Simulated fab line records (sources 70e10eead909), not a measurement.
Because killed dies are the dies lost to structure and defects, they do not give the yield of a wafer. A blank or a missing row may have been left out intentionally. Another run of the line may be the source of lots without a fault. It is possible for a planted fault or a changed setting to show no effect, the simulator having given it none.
Chamber matching	flow nandHarc	4 sister chambers for NHARC_A_STAIRCASE_DESCUM_219 on rieDiel-07
The step chemistry O2, time 3 s. 33 wafers are shown with their chamber, then 12 later ones without.

WAFERS WITH THEIR CHAMBER
wafer	chamber	showerheadPlenumPTorr (Torr)	drypumpMotorCurrentA (A)	oesProductAu (a.u.)
L074.4	1	1.90	6.0	0.989
L074.5	3	1.99	5.8	1.024
L074.6	0	1.90	5.1	0.989
L076.1	2	1.80	5.7	0.997
L076.2	1	1.90	6.1	0.999
L076.6	1	1.90	6.1	0.988
L084.1	0	1.89	5.1	1.013
L084.3	2	1.79	5.6	1.011
L084.5	1	1.89	6.0	1.003
L084.2	1	1.89	6.0	1.006
L084.4	3	1.98	5.9	1.017
L084.6	0	1.89	5.1	1.001
L083.3	2	1.79	5.6	0.997
L083.4	3	1.98	5.8	1.012
L083.6	3	1.98	5.9	1.016
L088.3	0	1.88	5.1	0.998
L088.4	1	1.89	6.0	0.992
L088.5	2	1.79	5.6	1.009
L089.2	3	1.97	5.9	1.009
L089.4	0	1.88	5.1	0.994
L089.6	0	1.88	5.1	1.001
L089.1	2	1.79	5.7	1.000
L089.3	1	1.89	6.0	1.000
L089.5	3	1.97	5.9	1.009
L090.3	0	1.88	5.1	1.002
L090.4	2	1.79	5.7	1.006
L090.6	2	1.79	5.6	0.998
L093.4	2	1.78	5.6	1.007
L093.5	0	1.88	5.1	0.988
L093.6	3	1.97	5.8	1.006
L095.1	3	1.97	5.8	1.005
L095.4	0	1.88	5.1	0.999
L095.6	3	1.97	5.9	0.995

SIGNATURES (means of the wafers above)
reading	chamber 0	chamber 1	chamber 2	chamber 3	scatter within a chamber
showerheadPlenumPTorr	1.8844	1.8943	1.7900	1.9756	0.00648
drypumpMotorCurrentA	5.100	6.029	5.638	5.856	0.0437
oesProductAu	0.99833	0.99671	1.00313	1.01033	0.00728
Rule: for each reading, subtract the chamber's mean from the wafer's reading, divide by that reading's scatter and square the result; add these up over the readings and take the root, which gives the wafer's distance from the chamber. The wafer belongs to the nearest chamber; if the next one is less than 2 further off, it can't be placed. The scatter is the square root of a quotient: the sum, over the shown wafers, of each reading's squared deviation from its chamber's mean, divided by wafers minus chambers.

WAFERS WITH NO CHAMBER GIVEN
wafer	showerheadPlenumPTorr (Torr)	drypumpMotorCurrentA (A)	oesProductAu (a.u.)
L096.2	1.96	5.9	1.001
L096.5	1.88	6.0	0.997
L096.6	1.96	5.8	1.007
L096.1	1.78	5.6	1.005
L096.3	1.88	6.0	0.981
L096.4	1.78	5.6	1.006
L097.1	1.78	5.7	1.011
L097.4	1.78	5.7	1.007
L097.6	1.96	5.8	0.996
L097.2	1.96	5.9	1.006
L097.3	1.88	6.0	0.997
L097.5	1.88	6.0	0.998

EACH ONE'S CHAMBER
wafer	from the rows above	in truth
L096.2	3	3
L096.5	1	1
L096.6	3	3
L096.1	2	2
L096.3	1	1
L096.4	2	2
L097.1	2	2
L097.4	2	2
L097.6	3	3
L097.2	3	3
L097.3	1	1
L097.5	1	1
Correct placement for 12 of the 12. Number that these rows cannot place: 0. Placed wrongly: 0.
